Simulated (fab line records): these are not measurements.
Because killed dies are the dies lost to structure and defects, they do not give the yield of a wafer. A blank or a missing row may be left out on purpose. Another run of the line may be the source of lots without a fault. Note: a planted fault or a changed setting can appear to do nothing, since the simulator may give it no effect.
Which tool did it? | flow nand harc | 12 lots, 36 wafers sampled, at 5 steps of a route of 1159

== WHAT THE GAUGES SHOWED, per wafer ==
NHARC_END_SORT_01. Usual: killed at array 26, standard deviation 9; killed at other 0.8, standard deviation 1.2; killed at periphery 3.2, standard deviation 2.3; killed dies 30, standard deviation 9.1; killed open 3.5, standard deviation 2; killed short 1.8, standard deviation 1.4.
lot  | measured     | on        | killed at array | killed at other | killed at periphery | killed dies | killed open | killed short | flag
L311 | day 21 11:17 | prober-01 | 24 17 22        | 1 4 1           | 652 656 654         | 677 677 677 | 1 6 3       | 2 2 2        | OFF
L312 | day 21 11:22 | prober-02 | 39 25 22        | 1 0 0           | 637 652 655         | 677 677 677 | 4 3 2       | 0 2 1        | OFF
L313 | day 22 10:04 | prober-02 | 22 21 20        | 1 0 0           | 654 656 657         | 677 677 677 | 3 2 3       | 4 0 2        | OFF

== TOOL THAT RAN EACH LOT (tool first, then ch and the chambers of the sampled wafers, then the start) ==
lot  | NHARC_P_GATE_STRIP_75                | NHARC_P_GATE_DESCUM_93             | NHARC_P_CONTACT_DEP_00          | NHARC_P_CONTACT_DESCUM_17
L302 | plasma asher-02 ch 1, day 5 06:34    | rie diel-07 ch 1,3, day 5 09:32    | pecvd-01 ch 0,1,2, day 5 13:05  | rie diel-06 ch 0,3, day 5 14:28
L305 | plasma asher-02 ch 0,1, day 6 01:58  | rie diel-07 ch 0,1,3, day 6 04:40  | pecvd-04 ch 0,2, day 6 07:59    | rie diel-12 ch 2,3, day 6 09:26
L311 | plasma asher-01 ch 0,1, day 7 22:05  | rie diel-07 ch 2,3, day 8 00:47    | pecvd-03 ch 0,2, day 8 03:59    | rie diel-12 ch 0,1,3, day 8 05:30
L312 | plasma asher-02 ch 0,1, day 7 22:38  | rie diel-09 ch 0,3, day 8 01:27    | pecvd-04 ch 1,2, day 8 04:46    | rie diel-06 ch 1,2,3, day 8 06:19
L313 | plasma asher-02 ch 1, day 8 13:27    | rie diel-02 ch 0,2,3, day 8 16:20  | pecvd-03 ch 0,2, day 8 19:50    | rie diel-12 ch 0,1, day 8 21:10
L316 | plasma asher-01 ch 0,1, day 8 15:33  | rie diel-07 ch 1,2,3, day 8 20:10  | pecvd-01 ch 1,2, day 8 23:29    | rie diel-12 ch 1,2,3, day 9 00:53
L315 | plasma asher-01 ch 0,1, day 8 21:53  | rie diel-09 ch 2,3, day 9 00:51    | pecvd-03 ch 0,1,2, day 9 04:02  | rie diel-06 ch 1,2, day 9 05:33
L317 | plasma asher-01 ch 0,1, day 9 06:35  | rie diel-02 ch 0,2,3, day 9 09:25  | pecvd-03 ch 0,2, day 9 12:38    | rie diel-08 ch 1,2,3, day 9 14:02
L319 | plasma asher-02 ch 1, day 9 22:16    | rie diel-02 ch 0,1,2, day 10 00:56 | pecvd-03 ch 0,1, day 10 04:22   | rie diel-12 ch 0,3, day 10 05:45
L321 | plasma asher-01 ch 0,1, day 10 08:03 | rie diel-09 ch 1,3, day 10 10:51   | pecvd-04 ch 0,1,2, day 10 14:28 | rie diel-08 ch 0,1,2, day 10 16:05
L322 | plasma asher-01 ch 0,1, day 10 13:52 | rie diel-09 ch 1,2,3, day 10 16:34 | pecvd-04 ch 0,1,2, day 10 19:50 | rie diel-08 ch 0,1,2, day 10 21:20
L324 | plasma asher-01 ch 0,1, day 11 00:21 | rie diel-07 ch 0,2, day 11 03:02   | pecvd-03 ch 0,1,2, day 11 06:28 | rie diel-08 ch 0,1,3, day 11 07:59
- NHARC_P_GATE_STRIP_75: strips in O2.
- NHARC_P_GATE_DESCUM_93: chemistry O2, time 3 s.
- NHARC_P_CONTACT_DEP_00: deposits SiO2, target thk 500 nm.
- NHARC_P_CONTACT_DESCUM_17: chemistry O2, time 3 s.

== WHAT THE TOOLS THEMSELVES READ (means of the sampled wafers that have a number; where no wafer has one, the mark that the record gives instead) ==
NHARC_P_GATE_STRIP_75. Usual: drypump motor current A 5.9 A, standard deviation 0.41; heater power w 299 W, standard deviation 16.
lot  | tool            | drypump motor current A (A) | heater power w (W) | flag
L302 | plasma asher-02 | 5.8                         | 279                |
L305 | plasma asher-02 | 6.0                         | 294                |
L311 | plasma asher-01 | 5.6                         | 300                |
L312 | plasma asher-02 | 6.0                         | 293                |
L313 | plasma asher-02 | 5.8                         | 276                |
L316 | plasma asher-01 | 5.8                         | 296                |
L315 | plasma asher-01 | 5.6                         | 299                |
L317 | plasma asher-01 | 5.8                         | 294                |
L319 | plasma asher-02 | 5.8                         | 282                |
L321 | plasma asher-01 | 5.9                         | 293                |
L322 | plasma asher-01 | 5.9                         | 296                |
L324 | plasma asher-01 | 5.8                         | 295                |

NHARC_P_GATE_DESCUM_93. Usual: drypump motor current A 5.8 A, standard deviation 0.41; oes product au 0.999 a.u., standard deviation 0.011; rf vpp V 58.0 V, standard deviation 0.88; showerhead plenum p Torr 1.97 Torr, standard deviation 0.085; throttle valve pct 11.311 %, standard deviation 0.0089.
lot  | tool        | drypump motor current A (A) | oes product au (a.u.) | rf vpp V (V) | showerhead plenum p Torr (Torr) | throttle valve pct (%) | flag
L302 | rie diel-07 | 5.5                         | 1.000                 | 58.2         | 1.95                            | 11.314                 |
L305 | rie diel-07 | 5.7                         | 0.993                 | 57.0         | 1.98                            | 11.308                 |
L311 | rie diel-07 | 5.7                         | 0.996                 | 57.8         | 2.03                            | 11.315                 |
L312 | rie diel-09 | 5.4                         | 0.996                 | 57.5         | 1.92                            | 11.304                 |
L313 | rie diel-02 | 5.9                         | 0.991                 | 56.6         | 1.84                            | 11.315                 |
L316 | rie diel-07 | 5.6                         | 0.999                 | 58.6         | 1.99                            | 11.314                 |
L315 | rie diel-09 | 5.4                         | 0.994                 | 57.5         | 2.02                            | 11.308                 |
L317 | rie diel-02 | 6.0                         | 0.991                 | 57.6         | 1.84                            | 11.307                 |
L319 | rie diel-02 | 6.2                         | 0.996                 | 57.5         | 1.92                            | 11.303                 |
L321 | rie diel-09 | 5.5                         | 1.008                 | 58.1         | 2.00                            | 11.310                 |
L322 | rie diel-09 | 5.7                         | 1.000                 | 57.8         | 2.02                            | 11.296                 |
L324 | rie diel-07 | 6.1                         | 1.001                 | 58.3         | 2.04                            | 11.312                 |

NHARC_P_CONTACT_DEP_00. Usual: chamber pressure Torr 6.501 Torr, standard deviation 0.013; flow sccm 2650 sccm, standard deviation 7.8; heater power w 544 W, standard deviation 65; rf fwd power W 897.4 W, standard deviation 2.6; throttle valve pct 16.2 %, standard deviation 0.59.
lot  | tool     | chamber pressure Torr (Torr) | flow sccm (sccm) | heater power w (W) | rf fwd power W (W) | throttle valve pct (%) | flag
L302 | pecvd-01 | 6.503                        | 2654             | 577                | 896.3              | 16.2                   |
L305 | pecvd-04 | 6.502                        | 2646             | 513                | 895.5              | 16.2                   |
L311 | pecvd-03 | -                            | -                | -                  | -                  | -                      | OFF
L312 | pecvd-04 | -                            | -                | -                  | -                  | -                      | OFF
L313 | pecvd-03 | -                            | -                | -                  | -                  | -                      | OFF
L316 | pecvd-01 | 6.515                        | 2657             | 542                | 898.0              | 15.7                   |
L315 | pecvd-03 | 6.491                        | 2647             | 574                | 899.7              | 16.0                   |
L317 | pecvd-03 | 6.498                        | 2651             | 565                | 897.2              | 15.7                   |
L319 | pecvd-03 | 6.503                        | 2648             | 565                | 901.3              | 16.2                   |
L321 | pecvd-04 | 6.508                        | 2647             | 536                | 896.1              | 16.0                   |
L322 | pecvd-04 | 6.518                        | 2646             | 556                | 897.2              | 16.1                   |
L324 | pecvd-03 | 6.484                        | 2651             | 580                | 896.4              | 16.2                   |

NHARC_P_CONTACT_DESCUM_17. Usual: drypump motor current A 5.9 A, standard deviation 0.43; oes product au 1.005 a.u., standard deviation 0.0086; rf vpp V 57.9 V, standard deviation 0.89; showerhead plenum p Torr 1.93 Torr, standard deviation 0.073; throttle valve pct 11.312 %, standard deviation 0.0097.
lot  | tool        | drypump motor current A (A) | oes product au (a.u.) | rf vpp V (V) | showerhead plenum p Torr (Torr) | throttle valve pct (%) | flag
L302 | rie diel-06 | 5.9                         | 1.009                 | 57.1         | 1.93                            | 11.311                 |
L305 | rie diel-12 | 5.7                         | 1.004                 | 57.9         | 1.98                            | 11.301                 |
L311 | rie diel-12 | 5.6                         | 1.001                 | 58.1         | 1.91                            | 11.319                 |
L312 | rie diel-06 | 6.1                         | 1.000                 | 58.6         | 1.95                            | 11.313                 |
L313 | rie diel-12 | 5.3                         | 1.010                 | 57.3         | 1.84                            | 11.314                 |
L316 | rie diel-12 | 5.4                         | 1.014                 | 57.6         | 1.94                            | 11.320                 |
L315 | rie diel-06 | 6.4                         | 1.007                 | 58.0         | 1.94                            | 11.313                 |
L317 | rie diel-08 | 6.0                         | 1.005                 | 57.0         | 1.95                            | 11.314                 |
L319 | rie diel-12 | 5.9                         | 1.006                 | 58.0         | 1.98                            | 11.319                 |
L321 | rie diel-08 | 6.1                         | 1.001                 | 57.1         | 1.97                            | 11.309                 |
L322 | rie diel-08 | 6.1                         | 1.005                 | 58.0         | 1.97                            | 11.316                 |
L324 | rie diel-08 | 5.9                         | 0.998                 | 57.8         | 1.91                            | 11.309                 |

== THE ANSWER, worked out from the rows above alone ==
Rule: lot off if the mean of its wafers having a number is beyond 3 standard deviations from the usual mean. Also off: a lot with no number at a reading for which 4 or more lots have one. Where the step has rows for the other lots, those lots are counted as sound. After the gauges, taken in route order, come the tools' own readings; for these a lot's mean is taken, as printed above. At the first step where some lot is off, the reading lying furthest off is the one used; lots without a number count as furthest.
Off: L311, L312, L313, at NHARC_END_SORT_01 (killed at periphery). Neither off nor sound, because the step has no rows for them: L302, L305, L316, L315, L317, L319, L321, L322, L324.
If a tool, at a process step before that reading, ran all the lots that are off and no sound lot after the first of them, it fits. The gauges at NHARC_END_SORT_01 aren't tried: what is off there is off at NHARC_P_CONTACT_DEP_00 too, on other tools, and a gauge's error can't cause that. None of those tried fits.

== WHAT HAD BEEN PUT IN BY THE SIMULATOR ==
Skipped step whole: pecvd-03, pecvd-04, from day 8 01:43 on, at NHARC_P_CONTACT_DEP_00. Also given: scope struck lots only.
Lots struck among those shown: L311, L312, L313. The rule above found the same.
